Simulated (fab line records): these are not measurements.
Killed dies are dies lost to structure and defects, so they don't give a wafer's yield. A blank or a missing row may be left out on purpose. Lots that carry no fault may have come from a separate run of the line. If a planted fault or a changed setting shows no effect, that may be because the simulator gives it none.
Commonality check across tools :: flow n5 finfet :: Sample size 9 lots and 27 wafers

== WHY IT WAS OPENED ==
3 of 9 lots carry a flag on the reading IOFF_P_LONG at N5_BEOL_M4_RC_MEAS_101. No-fault wafers: 0.000105 nA/um, standard deviation 8.9e-06.
Rule: a lot is flagged when every wafer of it that has a number lies more than 4 standard deviations from that mean, or none has a number. As for the other lots, they are considered sound.

lot: L438
measured: day 8 08:42
on: prober-01
IOFF_P_LONG (nA/um), wafer by wafer: 0.0001 0.000101 0.000102
flag: 

lot: L440
measured: day 8 20:08
on: prober-01
IOFF_P_LONG (nA/um), wafer by wafer: 0.000103 9.9e-05 0.000107
flag: 

lot: L443
measured: day 10 00:17
on: prober-02
IOFF_P_LONG (nA/um), wafer by wafer: 0.020276 0.020492 0.020315
flag: FLAGGED

lot: L444
measured: day 10 17:09
on: prober-01
IOFF_P_LONG (nA/um), wafer by wafer: 0.017596 0.017368 0.017314
flag: FLAGGED

lot: L445
measured: day 10 17:23
on: prober-02
IOFF_P_LONG (nA/um), wafer by wafer: 0.021628 0.021676 0.02139
flag: FLAGGED

lot: L452
measured: day 12 01:39
on: prober-01
IOFF_P_LONG (nA/um), wafer by wafer: 0.000115 0.000117 0.000115
flag: 

lot: L450
measured: day 12 04:12
on: prober-01
IOFF_P_LONG (nA/um), wafer by wafer: 0.00011 0.000111 0.000111
flag: 

lot: L451
measured: day 12 09:59
on: prober-02
IOFF_P_LONG (nA/um), wafer by wafer: 0.0001 0.000106 0.000106
flag: 

lot: L453
measured: day 12 16:52
on: prober-01
IOFF_P_LONG (nA/um), wafer by wafer: 9.2e-05 8.9e-05 9e-05
flag: 
Averaged over the flagged lots the numbers come to 0.019784 nA/um, +0.019679 nA/um from the usual (+99 or more standard deviations).

== WHICH TOOL RAN EACH LOT ==
Before the reading, the record contains 4 process steps out of a 1938-step route. In each cell: the tool, then ch and the chambers that the sampled wafers went through, then the start.
lot: L438
flag: 
N5_SDB_STRIP_21: rie diel-04 ch 0,2,3, day 4 07:53
N5_SDB_ETCH_25: rie diel-02 ch 2,3, day 4 08:32
N5_HKMG_FIN_ALD_74: ald hk-02 ch 2,3, day 4 12:50
N5_HKMG_FIN_ALD_75: ald hk-02 ch 2,3, day 4 12:55

lot: L440
flag: 
N5_SDB_STRIP_21: rie diel-01 ch 2,3, day 4 13:29
N5_SDB_ETCH_25: rie diel-01 ch 2,3, day 4 13:48
N5_HKMG_FIN_ALD_74: ald hk-01 ch 2,3, day 4 18:31
N5_HKMG_FIN_ALD_75: ald hk-01 ch 2,3, day 4 18:35

lot: L443
flag: FLAGGED
N5_SDB_STRIP_21: rie diel-02 ch 0,2,3, day 5 11:11
N5_SDB_ETCH_25: rie diel-04 ch 0,3, day 5 11:30
N5_HKMG_FIN_ALD_74: ald hk-01 ch 1,2, day 5 17:04
N5_HKMG_FIN_ALD_75: ald hk-01 ch 1,2, day 5 17:08

lot: L444
flag: FLAGGED
N5_SDB_STRIP_21: rie diel-01 ch 0,3, day 5 15:42
N5_SDB_ETCH_25: rie diel-04 ch 0,3, day 5 16:04
N5_HKMG_FIN_ALD_74: ald hk-01 ch 1,2,3, day 5 20:22
N5_HKMG_FIN_ALD_75: ald hk-01 ch 1,2,3, day 5 20:27

lot: L445
flag: FLAGGED
N5_SDB_STRIP_21: rie diel-02 ch 1,2,3, day 5 16:55
N5_SDB_ETCH_25: rie diel-01 ch 0,1,2, day 5 17:23
N5_HKMG_FIN_ALD_74: ald hk-02 ch 2,3, day 5 21:41
N5_HKMG_FIN_ALD_75: ald hk-02 ch 2,3, day 5 21:46

lot: L452
flag: 
N5_SDB_STRIP_21: rie diel-04 ch 0,1, day 7 12:55
N5_SDB_ETCH_25: rie diel-01 ch 0,1,2, day 7 13:25
N5_HKMG_FIN_ALD_74: ald hk-01 ch 1,3, day 7 17:49
N5_HKMG_FIN_ALD_75: ald hk-01 ch 1,3, day 7 17:53

lot: L450
flag: 
N5_SDB_STRIP_21: rie diel-01 ch 0,1,3, day 7 03:37
N5_SDB_ETCH_25: rie diel-01 ch 1,2,3, day 7 03:56
N5_HKMG_FIN_ALD_74: ald hk-02 ch 1,2,3, day 7 08:50
N5_HKMG_FIN_ALD_75: ald hk-02 ch 1,2,3, day 7 08:55

lot: L451
flag: 
N5_SDB_STRIP_21: rie diel-02 ch 1,3, day 7 06:59
N5_SDB_ETCH_25: rie diel-01 ch 0,1,3, day 7 07:49
N5_HKMG_FIN_ALD_74: ald hk-01 ch 1,3, day 7 12:15
N5_HKMG_FIN_ALD_75: ald hk-01 ch 1,3, day 7 12:19

lot: L453
flag: 
N5_SDB_STRIP_21: rie diel-02 ch 1,2,3, day 7 18:25
N5_SDB_ETCH_25: rie diel-02 ch 0,1,3, day 7 18:58
N5_HKMG_FIN_ALD_74: ald hk-01 ch 0,2,3, day 8 00:59
N5_HKMG_FIN_ALD_75: ald hk-01 ch 0,2,3, day 8 01:03
These steps, and what they do:
- N5_SDB_STRIP_21: strips in CF4.
- N5_SDB_ETCH_25: etches SiO2 in C4F6/O2, target depth 10 nm, time 3.3 s.
- N5_HKMG_FIN_ALD_74: deposits La2O3, target thk 0.5 nm, pulse time 6 s, co reactant pulse time 1 s.
- N5_HKMG_FIN_ALD_75: deposits Al2O3, target thk 1 nm, co reactant pulse time 1 s.
- N5_BEOL_M4_RC_MEAS_101

== FLAGGED AGAINST TOTAL, ONE TOOL AT A TIME (gauges that did the reading follow at the end) ==
step: N5_SDB_STRIP_21
tool: rie diel-01
lots run: 3
flagged: 1
share of the flagged lots: some
sound lots run after its first flagged lot: 1 (L450)

step: N5_SDB_STRIP_21
tool: rie diel-02
lots run: 4
flagged: 2
share of the flagged lots: some
sound lots run after its first flagged lot: 2 (L451,L453)

step: N5_SDB_STRIP_21
tool: rie diel-04
lots run: 2
flagged: 0
share of the flagged lots: none
sound lots run after its first flagged lot: -

step: N5_SDB_ETCH_25
tool: rie diel-01
lots run: 5
flagged: 1
share of the flagged lots: some
sound lots run after its first flagged lot: 3 (L450,L451,L452)

step: N5_SDB_ETCH_25
tool: rie diel-02
lots run: 2
flagged: 0
share of the flagged lots: none
sound lots run after its first flagged lot: -

step: N5_SDB_ETCH_25
tool: rie diel-04
lots run: 2
flagged: 2
share of the flagged lots: some
sound lots run after its first flagged lot: 0

step: N5_HKMG_FIN_ALD_74
tool: ald hk-01
lots run: 6
flagged: 2
share of the flagged lots: some
sound lots run after its first flagged lot: 3 (L451,L452,L453)

step: N5_HKMG_FIN_ALD_74
tool: ald hk-02
lots run: 3
flagged: 1
share of the flagged lots: some
sound lots run after its first flagged lot: 1 (L450)

step: N5_HKMG_FIN_ALD_75
tool: ald hk-01
lots run: 6
flagged: 2
share of the flagged lots: some
sound lots run after its first flagged lot: 3 (L451,L452,L453)

step: N5_HKMG_FIN_ALD_75
tool: ald hk-02
lots run: 3
flagged: 1
share of the flagged lots: some
sound lots run after its first flagged lot: 1 (L450)

step: N5_BEOL_M4_RC_MEAS_101
tool: prober-01
lots run: 6
flagged: 1
share of the flagged lots: some
sound lots run after its first flagged lot: 3 (L452,L450,L453)

step: N5_BEOL_M4_RC_MEAS_101
tool: prober-02
lots run: 3
flagged: 2
share of the flagged lots: some
sound lots run after its first flagged lot: 1 (L451)

== WHAT IS ALLOWED BY THE TABLE ==
No row of the table ran every flagged lot.

== WHAT HAD BEEN PUT IN BY THE SIMULATOR ==
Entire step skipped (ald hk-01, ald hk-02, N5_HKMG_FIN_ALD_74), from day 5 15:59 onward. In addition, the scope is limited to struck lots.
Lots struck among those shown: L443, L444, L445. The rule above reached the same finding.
